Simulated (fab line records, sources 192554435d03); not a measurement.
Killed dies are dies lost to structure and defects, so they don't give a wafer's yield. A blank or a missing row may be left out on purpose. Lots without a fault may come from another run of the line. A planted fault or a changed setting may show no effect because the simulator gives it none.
fab line records | flow n5_finfet
record lots=7 wafers=21
route steps=1938 shown PASSIVATION@1929
start_h: hours from the record's first day to the start of the lot's first wafer shown | wait_h: hours since the lot's step before | " the same as in the row above | L1.1+2: a row that stands for several wafers | - no value, or no start given | * or withheld: withheld | < > ~ a bound
route shown NAME@n: a module of which the file shows steps, and the number in the route of the first | usual: mean/standard deviation of fault-free wafers | same: alike in all rows | chamber/n: place in a boat | sites: the reading at each site | _std_site: their standard deviation | _edge_site: outer sites' mean less inner sites' | radius_mm: how far each site lies from the wafer's centre | mask NAME#n: copy n | behind: the tool/chamber that last shaped the wafer | hold: why the lot was held/for how many hours/how that ended | device: the transistor (n, p or np) that didn't switch | end of line: the same wafers' tests at the end of the route | a step without rows: its recipe alone | killed: dies lost to structure and defects at the first sort, not the wafer's yield | map: a wafer's dies, x killed, . not, _ none there
set.NAME: the setting as run; set.NAME@STEP: as run at that earlier step | model.NAME: the simulator's own value behind a step, which no gauge read
lots whose settings were changed on purpose; a table a step, a row a wafer
## steps
# step N5_PASSIVATION_PASS_ETCH_47
# recipe chemistry=CF4/O2 target=SiNx target_depth_a=7700 time_s=385 ion_energy_ev=100 pressure_mtorr=40 source_w=535 bias_w=49 Ar_flow_sccm=100 cf4_flow_sccm=100 O2_flow_sccm=10
# columns lot.wafer tool chamber start_h wait_h set.source_w model.etch.depth_nm
L078.1 rie_diel-05 3 328.86 0.0 535 809.4
L078.4 " 2 " " 535 784.5
L078.5 " 2 " " 535 788.4
L079.1 rie_diel-01 2 341.29 0.0 467.2 716.8
L079.4 " 0 " " 535 804.7
L079.6 " 1 " " 535 740.1
L082.2 rie_diel-04 1 345.14 0.0 452.9 661.6
L082.5 " 2 " " 535 803.2
L082.6 " 3 " " 452.9 692.5
L084.3 rie_diel-04 1 372.59 0.0 535 775.5
L084.4 " 2 " " 535 804.4
L084.5 " 3 " " 498.5 764.2
L089.2 rie_diel-05 1 396.05 0.0 535 782
L089.5 " 1 " " 535 780.4
L089.6 " 0 " " 535 775.8
L088.3 rie_diel-01 2 396.51 0.0 448 672.8
L088.5 " 0 " " 448 688
L088.6 " 3 " " 535 745.2
L090.1 rie_diel-04 0 467.33 0.0 455.7 656.8
L090.3 " 2 " " 535 796.8
L090.4 " 1 " " 455.7 681.4
# step N5_PASSIVATION_ETCH_54
# recipe chemistry=CHF3/O2 target=SiO2 target_depth_a=8800 CHF3_flow_sccm=50 O2_flow_sccm=5 Ar_flow_sccm=200 time_s=440 mask_material=PR pressure_mtorr=30 source_w=650 bias_w=170 ion_energy_ev=200
# step N5_PASSIVATION_STRIP_48
# recipe chemistry=O2 power_w=600 temp_c=60 pressure_mtorr=30 rf_frequency_hz=6e+07 bias_power_w=0 overash_fraction=0.5 o2_flow_sccm=225
# step N5_PASSIVATION_SRD_72
# recipe dry=ipa_marangoni time_s=30 temp_c=23 rinse_liquid=diw
# step N5_PASSIVATION_ANNEAL_56
# recipe temp_c=400 time_s=1800 ambient=FGA idle_temp_c=300 ramp_up_c_per_min=5 ramp_down_c_per_min=3
# step N5_PASSIVATION_PROBE_49
# usual killed_at_M0_to_M3=36/10 killed_at_M4_up=14/5.2 killed_at_contacts=12/6 killed_at_front_end=37/10 killed_at_other=4/3.3 killed_dies=104/18 killed_open=68/14 killed_short=34/7.4
# same gross_dies=1180 killed_at_back_side=0
# columns lot.wafer tool chamber start_h wait_h set.dose_mj@PASSIVATION_EXPOSE_07 killed_at_M0_to_M3 killed_at_M4_up killed_at_contacts killed_at_front_end killed_at_other killed_dies killed_open killed_short
L078.1 prober-02 - 331.91 0.0 23.67 22 17 8 50 5 102 70 30
L078.4 prober-02 - 332.06 0.2 22.75 25 19 11 28 2 85 65 20
L078.5 prober-02 - 332.11 0.2 22.75 46 16 9 42 3 116 62 52
L079.1 prober-01 - 344.30 0.0 22.75 53 15 14 30 6 118 85 29
L079.4 prober-01 - 344.45 0.2 24.26 27 25 29 31 5 117 77 33
L079.6 prober-01 - 344.55 0.3 24.26 56 19 23 41 0 139 96 40
L082.2 prober-02 - 348.20 0.1 21.36 46 19 22 28 346 461 85 35
L082.5 prober-02 - 348.35 0.2 22.75 63 26 14 36 7 146 95 48
L082.6 prober-02 - 348.40 0.3 21.36 71 29 10 41 14 165 110 39
L084.3 prober-01 - 375.70 0.1 22.75 25 16 15 56 1 113 63 43
L084.4 prober-01 - 375.75 0.2 22.19 25 16 7 34 1 83 50 31
L084.5 prober-01 - 375.80 0.2 22.19 34 12 10 23 6 85 45 32
L089.2 prober-01 - 399.11 0.1 22.75 49 10 7 40 8 114 75 31
L089.5 prober-01 - 399.26 0.2 22.75 50 3 7 48 13 121 63 40
L089.6 prober-01 - 399.31 0.3 22.75 23 13 3 28 3 70 49 20
L088.3 prober-01 - 400.61 0.1 22.75 39 11 9 40 150 249 66 32
L088.5 prober-01 - 400.71 0.2 22.75 33 18 16 46 13 126 72 36
L088.6 prober-01 - 400.76 0.3 22.75 44 10 11 52 1 118 71 45
L090.1 prober-01 - 470.34 0.0 24.05 36 12 9 400 173 630 64 35
L090.3 prober-01 - 470.44 0.1 22.75 27 15 4 47 11 104 76 27
L090.4 prober-01 - 470.49 0.2 22.75 36 13 16 67 46 178 99 39
# killed by level:class
L078.1 FIN_SAQP:geometric_particle:open=14 STI_FIN_REVEAL:geometric_particle:open=11 MOL_CONTACT_COAG:geometric_particle:open=7 BEOL_M0_SAQP:geometric_particle:open=7 BEOL_M4:geometric_particle:open=6 FIN_SAQP:geometric_particle:short=5 ILD0:geometric_particle:short=4 BEOL_M0_SAQP:geometric_particle:short=4
L078.4 MOL_CONTACT_COAG:geometric_particle:open=11 DUMMY_GATE:geometric_particle:open=9 BEOL_M0_SAQP:geometric_particle:open=8 BEOL_M3:geometric_particle:open=8 FIN_SAQP:geometric_particle:open=5 BEOL_M0_SAQP:geometric_particle:short=5 BEOL_M4:geometric_particle:short=5 BEOL_M4:geometric_particle:open=5
L078.5 BEOL_M0_SAQP:geometric_particle:short=19 BEOL_M0_SAQP:geometric_particle:open=14 ILD0:geometric_particle:open=10 FIN_SAQP:geometric_particle:short=9 BEOL_M4:geometric_particle:open=7 BEOL_M2:geometric_particle:open=6 MOL_CONTACT_COAG:geometric_particle:open=5 MOL_CONTACT_COAG:geometric_particle:short=4
L079.1 BEOL_M3:geometric_particle:open=15 MOL_CONTACT_COAG:geometric_particle:open=14 DUMMY_GATE:geometric_particle:open=10 BEOL_M0_SAQP:geometric_particle:open=9 BEOL_M0_SAQP:geometric_particle:short=9 BEOL_M2:geometric_particle:open=8 BEOL_M4:geometric_particle:open=7 BEOL_M1:geometric_particle:open=4
L079.4 MOL_CONTACT_COAG:geometric_particle:open=21 BEOL_M3:geometric_particle:open=9 MOL_CONTACT_COAG:geometric_particle:short=8 BEOL_M4:geometric_particle:open=8 FIN_SAQP:geometric_particle:open=6 BEOL_M0_SAQP:geometric_particle:open=5 HKMG_FIN:area_etch=5 GATE_CUT:geometric_particle:open=4
L079.6 MOL_CONTACT_COAG:geometric_particle:open=17 BEOL_M0_SAQP:geometric_particle:open=13 FIN_SAQP:geometric_particle:open=11 BEOL_M1:geometric_particle:open=11 BEOL_M0_SAQP:geometric_particle:short=11 BEOL_M2:geometric_particle:open=9 BEOL_M3:geometric_particle:open=8 FIN_SAQP:geometric_particle:short=7
L082.2 PASSIVATION:area_etch=338 MOL_CONTACT_COAG:geometric_particle:open=17 BEOL_M3:geometric_particle:open=15 BEOL_M0_SAQP:geometric_particle:open=10 BEOL_M0_SAQP:geometric_particle:short=8 BEOL_M4:geometric_particle:open=7 MOL_CONTACT_COAG:geometric_particle:short=5 BEOL_M1:geometric_particle:open=5
L082.5 BEOL_M3:geometric_particle:open=15 BEOL_M2:geometric_particle:open=15 BEOL_M4:geometric_particle:open=13 MOL_CONTACT_COAG:geometric_particle:open=11 BEOL_M0_SAQP:geometric_particle:short=9 BEOL_M0_SAQP:geometric_particle:open=6 STARTING-WAFER:geometric_particle:open=6 BEOL_M3:geometric_particle:short=5
L082.6 BEOL_M0_SAQP:geometric_particle:open=16 BEOL_M3:geometric_particle:open=15 BEOL_M0_SAQP:geometric_particle:short=14 STI_FIN_REVEAL:geometric_particle:open=10 BEOL_M4:geometric_particle:open=9 FIN_SAQP:geometric_particle:open=8 BEOL_M2:geometric_particle:open=8 MOL_CONTACT_COAG:geometric_particle:open=8
L084.3 FIN_SAQP:geometric_particle:short=17 MOL_CONTACT_COAG:geometric_particle:open=12 GATE_CUT:geometric_particle:short=11 FIN_SAQP:geometric_particle:open=9 BEOL_M2:geometric_particle:open=7 BEOL_M0_SAQP:geometric_particle:open=5 BEOL_M6:area_expose=5 ILD0:geometric_particle:open=4
L084.4 FIN_SAQP:geometric_particle:short=15 FIN_SAQP:geometric_particle:open=8 BEOL_M0_SAQP:geometric_particle:open=7 MOL_CONTACT_COAG:geometric_particle:open=6 BEOL_M0_SAQP:geometric_particle:short=6 BEOL_M3:geometric_particle:open=6 BEOL_M4:geometric_particle:open=6 STARTING-WAFER:geometric_particle:short=3
L084.5 BEOL_M0_SAQP:geometric_particle:short=9 FIN_SAQP:geometric_particle:short=8 MOL_CONTACT_COAG:geometric_particle:open=7 BEOL_M0_SAQP:geometric_particle:open=7 BEOL_M2:geometric_particle:open=7 BEOL_M5:geometric_particle:open=5 FIN_SAQP:geometric_particle:open=4 BEOL_M9:area_etch=4
L089.2 BEOL_M0_SAQP:geometric_particle:open=15 BEOL_M3:geometric_particle:open=11 BEOL_M0_SAQP:geometric_particle:short=8 HKMG_FIN:area_etch=8 MOL_CONTACT_COAG:geometric_particle:open=7 FIN_SAQP:geometric_particle:open=6 BEOL_M4:geometric_particle:open=6 STI_FIN_REVEAL:geometric_particle:open=5
L089.5 BEOL_M0_SAQP:geometric_particle:open=14 HKMG_FIN:area_etch=13 BEOL_M3:geometric_particle:open=10 FIN_SAQP:geometric_particle:short=9 BEOL_M0_SAQP:geometric_particle:short=9 FIN_SAQP:geometric_particle:open=7 MOL_CONTACT_COAG:geometric_particle:open=7 BEOL_M2:geometric_particle:short=5
L089.6 BEOL_M0_SAQP:geometric_particle:open=7 BEOL_M3:geometric_particle:open=7 FIN_SAQP:geometric_particle:open=6 BEOL_M4:geometric_particle:open=6 GATE_CUT:geometric_particle:short=5 STI_FIN_REVEAL:geometric_particle:open=4 BEOL_M0_SAQP:geometric_particle:short=4 FIN_SAQP:geometric_particle:short=3
L088.3 PASSIVATION:area_etch=149 STI_FIN_REVEAL:geometric_particle:open=15 BEOL_M0_SAQP:geometric_particle:open=14 MOL_CONTACT_COAG:geometric_particle:open=9 BEOL_M0_SAQP:geometric_particle:short=9 BEOL_M2:geometric_particle:open=6 ILD0:geometric_particle:short=5 FIN_SAQP:geometric_particle:short=4
L088.5 MOL_CONTACT_COAG:geometric_particle:open=13 PASSIVATION:area_etch=13 BEOL_M0_SAQP:geometric_particle:open=10 STI_FIN_REVEAL:geometric_particle:open=9 GATE_CUT:geometric_particle:short=8 BEOL_M0_SAQP:geometric_particle:short=7 FIN_SAQP:geometric_particle:open=6 BEOL_M1:geometric_particle:open=6
L088.6 FIN_SAQP:geometric_particle:open=16 FIN_SAQP:geometric_particle:short=14 BEOL_M1:geometric_particle:open=14 BEOL_M0_SAQP:geometric_particle:short=9 DUMMY_GATE:geometric_particle:open=8 MOL_CONTACT_COAG:geometric_particle:open=7 BEOL_M2:geometric_particle:open=7 BEOL_M0_SAQP:geometric_particle:open=5
L090.1 WELL_APT:area_peb=357 PASSIVATION:area_etch=172 BEOL_M2:geometric_particle:open=12 STI_FIN_REVEAL:geometric_particle:open=11 FIN_SAQP:geometric_particle:open=9 FIN_SAQP:geometric_particle:short=6 BEOL_M0_SAQP:geometric_particle:open=6 GATE_CUT:geometric_particle:short=5
L090.3 FIN_SAQP:geometric_particle:open=22 GATE_CUT:geometric_particle:open=9 FIN_SAQP:geometric_particle:short=8 BEOL_M0_SAQP:geometric_particle:short=8 BEOL_M5:geometric_particle:open=8 BEOL_M0_SAQP:geometric_particle:open=6 MIM_TOP:geometric_particle:open=5 STI_FIN_REVEAL:geometric_particle:open=4
L090.4 PASSIVATION:area_etch=40 STI_FIN_REVEAL:geometric_particle:open=25 MOL_CONTACT_COAG:geometric_particle:open=15 FIN_SAQP:geometric_particle:open=13 FIN_SAQP:geometric_particle:short=12 BEOL_M3:geometric_particle:open=11 BEOL_M2:geometric_particle:open=6 BEOL_M0_SAQP:geometric_particle:short=5
## key
split step=N5_PASSIVATION_PASS_ETCH_47 setting=source_w stated=535 by=wafer
response step=N5_PASSIVATION_PASS_ETCH_47 reading=model.etch.depth_nm change=+6.22 per=1% r=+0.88
split outside_this_file step=N5_PASSIVATION_EXPOSE_07 setting=dose_mj
# split outside_this_file: this setting was split too, and the file shows its column; the key of that split is in another file
